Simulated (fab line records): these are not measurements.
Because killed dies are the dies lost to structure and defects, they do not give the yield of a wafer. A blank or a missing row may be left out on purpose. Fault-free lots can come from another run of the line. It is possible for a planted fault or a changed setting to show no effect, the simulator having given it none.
Matching of chambers    flow n5 finfet    N5_BEOL_M5_CO_CAP_78 on cvd co-01: 3 sister chambers
The step material Co, precursor CCTBA/H2, target thk 2 nm, time 102.1 s. 6 wafers are shown with their chamber, then 10 later ones without.

WAFERS, EACH WITH ITS CHAMBER
wafer   chamber  heater power w (W)
L083.4  1        248
L085.1  2        216
L085.2  1        243
L085.3  0        250
L085.4  0        252
L085.5  2        219

WAFERS WITHOUT THEIR CHAMBER
wafer   heater power w (W)
L085.6  249
L087.1  211
L087.2  247
L087.5  241
L088.1  245
L088.5  212
L088.6  247
L094.2  248
L094.3  210
L094.4  253

EACH ONE'S CHAMBER
wafer    from the rows above       in truth
L085.6   can't be placed: 0 or 1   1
L087.1   2                         2
L087.2   can't be placed: 1 or 0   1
L087.5   1                         1
L088.1   1                         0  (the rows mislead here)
L088.5   2                         2
L088.6   can't be placed: 1 or 0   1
L094.2   can't be placed: 1 or 0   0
L094.3   2                         2
L094.4   0                         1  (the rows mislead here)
Placed correctly: 4 of 10. Cannot be placed on the basis of these rows: 4; the candidates contain the true chamber in 4. Number placed wrongly: 2.
How it was worked out, from the rows above alone: a wafer's distance from a chamber is the root of the sum, over the readings, of the square of ((its reading less the chamber's mean) divided by the reading's scatter). If the next closest chamber is less than 2 further off than the closest, the wafer can't be placed; otherwise it belongs to the closest. The mean given for a chamber averages the wafers shown for that chamber. How the scatter is found: for the shown wafers, subtract from each reading the mean of its chamber, square and add these, divide the total by (wafers less chambers), then take the root.
